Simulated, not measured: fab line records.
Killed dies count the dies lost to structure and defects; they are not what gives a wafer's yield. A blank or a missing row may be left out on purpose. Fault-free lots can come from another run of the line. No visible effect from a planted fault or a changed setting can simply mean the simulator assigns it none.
Matching of chambers :: flow nand-harc :: 4 sister chambers for NHARC_A_BONDPAD_ETCH_12 on rie-diel-03
The step etches the open film in CHF3/O2, target depth 220 nm, time 110 s. 16 wafers are shown with their chamber, then 8 later ones without.

EACH WAFER AND ITS CHAMBER
wafer: L155.4
chamber: 0
showerhead-plenum-p-Torr (Torr): 2.27
drypump-motor-current-A (A): 5.7
rf-vpp-V (V): 368.5

wafer: L155.5
chamber: 1
showerhead-plenum-p-Torr (Torr): 2.46
drypump-motor-current-A (A): 5.1
rf-vpp-V (V): 372.7

wafer: L155.6
chamber: 2
showerhead-plenum-p-Torr (Torr): 2.32
drypump-motor-current-A (A): 6.1
rf-vpp-V (V): 368.1

wafer: L160.1
chamber: 1
showerhead-plenum-p-Torr (Torr): 2.46
drypump-motor-current-A (A): 5.0
rf-vpp-V (V): 372.0

wafer: L160.2
chamber: 0
showerhead-plenum-p-Torr (Torr): 2.27
drypump-motor-current-A (A): 5.7
rf-vpp-V (V): 368.3

wafer: L160.6
chamber: 1
showerhead-plenum-p-Torr (Torr): 2.46
drypump-motor-current-A (A): 5.0
rf-vpp-V (V): 370.5

wafer: L159.4
chamber: 3
showerhead-plenum-p-Torr (Torr): 2.51
drypump-motor-current-A (A): 5.9
rf-vpp-V (V): 372.4

wafer: L159.5
chamber: 3
showerhead-plenum-p-Torr (Torr): 2.51
drypump-motor-current-A (A): 5.9
rf-vpp-V (V): 373.1

wafer: L159.6
chamber: 0
showerhead-plenum-p-Torr (Torr): 2.27
drypump-motor-current-A (A): 5.7
rf-vpp-V (V): 366.9

wafer: L163.4
chamber: 1
showerhead-plenum-p-Torr (Torr): 2.46
drypump-motor-current-A (A): 5.0
rf-vpp-V (V): 372.9

wafer: L163.5
chamber: 0
showerhead-plenum-p-Torr (Torr): 2.27
drypump-motor-current-A (A): 5.7
rf-vpp-V (V): 368.8

wafer: L163.6
chamber: 3
showerhead-plenum-p-Torr (Torr): 2.50
drypump-motor-current-A (A): 5.9
rf-vpp-V (V): 373.2

wafer: L165.1
chamber: 3
showerhead-plenum-p-Torr (Torr): 2.51
drypump-motor-current-A (A): 5.9
rf-vpp-V (V): 372.4

wafer: L165.2
chamber: 0
showerhead-plenum-p-Torr (Torr): 2.27
drypump-motor-current-A (A): 5.7
rf-vpp-V (V): 367.2

wafer: L165.4
chamber: 2
showerhead-plenum-p-Torr (Torr): 2.32
drypump-motor-current-A (A): 6.1
rf-vpp-V (V): 367.6

wafer: L164.4
chamber: 3
showerhead-plenum-p-Torr (Torr): 2.50
drypump-motor-current-A (A): 5.9
rf-vpp-V (V): 371.7

SIGNATURES (averages over the wafers above)
reading: showerhead-plenum-p-Torr
chamber 0: 2.2700
chamber 1: 2.4600
chamber 2: 2.3200
chamber 3: 2.5060
scatter within a chamber: 0.00316

reading: drypump-motor-current-A
chamber 0: 5.700
chamber 1: 5.025
chamber 2: 6.100
chamber 3: 5.900
scatter within a chamber: 0.025

reading: rf-vpp-V
chamber 0: 367.940
chamber 1: 372.025
chamber 2: 367.850
chamber 3: 372.560
scatter within a chamber: 0.815
Rule: a wafer's distance from a chamber is the root of the sum, over the readings, of the square of ((its reading less the chamber's mean) divided by the reading's scatter). The wafer belongs to the nearest chamber; if the next one is less than 2 further off, it can't be placed. The scatter: the root of (the sum of the squares of (reading less its chamber's mean) over the shown wafers, divided by (wafers less chambers)).

WAFERS WITH NO CHAMBER GIVEN
wafer: L164.5
showerhead-plenum-p-Torr (Torr): 2.27
drypump-motor-current-A (A): 5.7
rf-vpp-V (V): 367.3

wafer: L164.6
showerhead-plenum-p-Torr (Torr): 2.50
drypump-motor-current-A (A): 5.9
rf-vpp-V (V): 375.2

wafer: L166.2
showerhead-plenum-p-Torr (Torr): 2.27
drypump-motor-current-A (A): 5.7
rf-vpp-V (V): 366.9

wafer: L166.4
showerhead-plenum-p-Torr (Torr): 2.32
drypump-motor-current-A (A): 6.1
rf-vpp-V (V): 368.9

wafer: L166.6
showerhead-plenum-p-Torr (Torr): 2.27
drypump-motor-current-A (A): 5.7
rf-vpp-V (V): 367.0

wafer: L170.4
showerhead-plenum-p-Torr (Torr): 2.27
drypump-motor-current-A (A): 5.7
rf-vpp-V (V): 368.0

wafer: L170.5
showerhead-plenum-p-Torr (Torr): 2.50
drypump-motor-current-A (A): 5.9
rf-vpp-V (V): 372.2

wafer: L170.6
showerhead-plenum-p-Torr (Torr): 2.27
drypump-motor-current-A (A): 5.7
rf-vpp-V (V): 367.9

THE CHAMBER EACH PASSED THROUGH
wafer: L164.5
from the rows above: 0
in truth: 0

wafer: L164.6
from the rows above: 3
in truth: 3

wafer: L166.2
from the rows above: 0
in truth: 0

wafer: L166.4
from the rows above: 2
in truth: 2

wafer: L166.6
from the rows above: 0
in truth: 0

wafer: L170.4
from the rows above: 0
in truth: 0

wafer: L170.5
from the rows above: 3
in truth: 3

wafer: L170.6
from the rows above: 0
in truth: 0
8 of 8 placed correctly. Number that these rows cannot place: 0. Placed wrongly: 0.
